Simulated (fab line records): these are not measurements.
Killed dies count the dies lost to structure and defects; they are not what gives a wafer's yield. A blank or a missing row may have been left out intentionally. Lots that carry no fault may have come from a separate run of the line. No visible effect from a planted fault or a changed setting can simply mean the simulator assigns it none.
Chamber matching ; flow n5 finfet ; 4 sister chambers for N5_BEOL_M5_STRIP_19 on rie diel-06
The step strips in O2. 8 wafers are shown with their chamber, then 12 later ones without.

== EACH WAFER AND ITS CHAMBER ==
wafer;chamber;showerhead plenum p Torr (Torr);throttle valve pct (%)
L080.2;1;1.99;16.64
L087.2;1;1.98;16.66
L087.4;0;2.06;16.52
L087.5;3;2.01;17.17
L087.6;2;2.16;16.84
L089.2;0;2.05;16.54
L089.3;3;2.01;17.19
L089.5;2;2.16;16.84

== WAFERS WITH NO CHAMBER GIVEN ==
wafer;showerhead plenum p Torr (Torr);throttle valve pct (%)
L090.2;1.98;16.68
L090.4;2.05;16.53
L090.6;2.01;17.17
L088.2;2.05;16.55
L088.3;2.01;17.19
L088.6;2.01;17.22
L092.1;2.05;16.56
L092.2;2.01;17.21
L092.4;1.98;16.69
L093.2;2.05;16.56
L093.4;2.05;16.56
L093.6;1.98;16.71

== THE CHAMBER EACH PASSED THROUGH ==
wafer;from the rows above;in truth
L090.2;1;1
L090.4;0;0
L090.6;3;3
L088.2;0;0
L088.3;3;3
L088.6;3;3
L092.1;0;0
L092.2;3;3
L092.4;1;1
L093.2;0;0
L093.4;0;0
L093.6;1;1
Correct placement for 12 of the 12. Number that these rows cannot place: 0. 0 placed wrongly.
How it was worked out, from the rows above alone: a wafer's distance from a chamber is the root of the sum, over the readings, of the square of ((its reading less the chamber's mean) divided by the reading's scatter). The wafer belongs to the nearest chamber; if the next one is less than 2 further off, it can't be placed. Each chamber's mean is taken over the wafers shown for it. How the scatter is found: for the shown wafers, subtract from each reading the mean of its chamber, square and add these, divide the total by (wafers less chambers), then take the root.
